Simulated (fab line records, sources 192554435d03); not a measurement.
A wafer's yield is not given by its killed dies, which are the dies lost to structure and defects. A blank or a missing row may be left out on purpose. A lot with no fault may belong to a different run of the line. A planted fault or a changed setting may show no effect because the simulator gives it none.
Chamber matching	flow n5Finfet	rieDiel-05 running N5_BEOL_M6_ETCH_66: 4 sister chambers
The step etches SOC in N2/H2, target depth 80 nm, overetch 16 nm, time 120 s. 16 wafers are shown with their chamber, then 8 later ones without.

== WAFERS, EACH WITH ITS CHAMBER ==
wafer	chamber	showerheadPlenumPTorr (Torr)	throttleValvePct (%)	oesProductAu (a.u.)
L074.1	3	2.47	17.57	0.62
L074.4	1	2.63	18.14	0.56
L074.6	2	2.58	17.62	0.63
L079.2	1	2.62	18.15	0.55
L079.5	3	2.47	17.60	0.62
L079.6	0	2.59	17.75	0.63
L081.3	3	2.47	17.61	0.61
L081.5	0	2.59	17.75	0.64
L081.6	3	2.47	17.60	0.61
L083.1	2	2.57	17.64	0.61
L083.4	1	2.62	18.16	0.55
L083.6	2	2.57	17.64	0.61
L089.1	1	2.62	18.17	0.54
L089.3	2	2.57	17.66	0.60
L089.6	3	2.46	17.64	0.60
L094.2	1	2.61	18.20	0.53

SIGNATURES, as means of the wafers listed above
reading	chamber 0	chamber 1	chamber 2	chamber 3	scatter within a chamber
showerheadPlenumPTorr	2.5900	2.6200	2.5725	2.4680	0.00544
throttleValvePct	17.7500	18.1640	17.6400	17.6040	0.0213
oesProductAu	0.6350	0.5460	0.6125	0.6120	0.0105
Rule: distance of a wafer from a chamber = root of the sum over the readings of ((wafer's reading minus chamber's mean) / reading's scatter) squared. If the next closest chamber is less than 2 further off than the closest, the wafer can't be placed; otherwise it belongs to the closest. How the scatter is found: for the shown wafers, subtract from each reading the mean of its chamber, square and add these, divide the total by (wafers less chambers), then take the root.

== WAFERS WITH NO CHAMBER GIVEN ==
wafer	showerheadPlenumPTorr (Torr)	throttleValvePct (%)	oesProductAu (a.u.)
L094.5	2.61	18.20	0.53
L094.6	2.56	17.69	0.59
L093.1	2.56	17.68	0.60
L093.2	2.61	18.19	0.54
L093.6	2.45	17.66	0.59
L096.1	2.45	17.66	0.59
L096.2	2.56	17.72	0.60
L096.6	2.61	18.22	0.53

== WHICH CHAMBER EACH WENT THROUGH ==
wafer	from the rows above	in truth
L094.5	1	1
L094.6	2	2
L093.1	2	2
L093.2	1	1
L093.6	3	3
L096.1	3	3
L096.2	2	2
L096.6	1	1
Correctly placed: 8 of 8. Not placeable from these rows: 0. 0 placed wrongly.
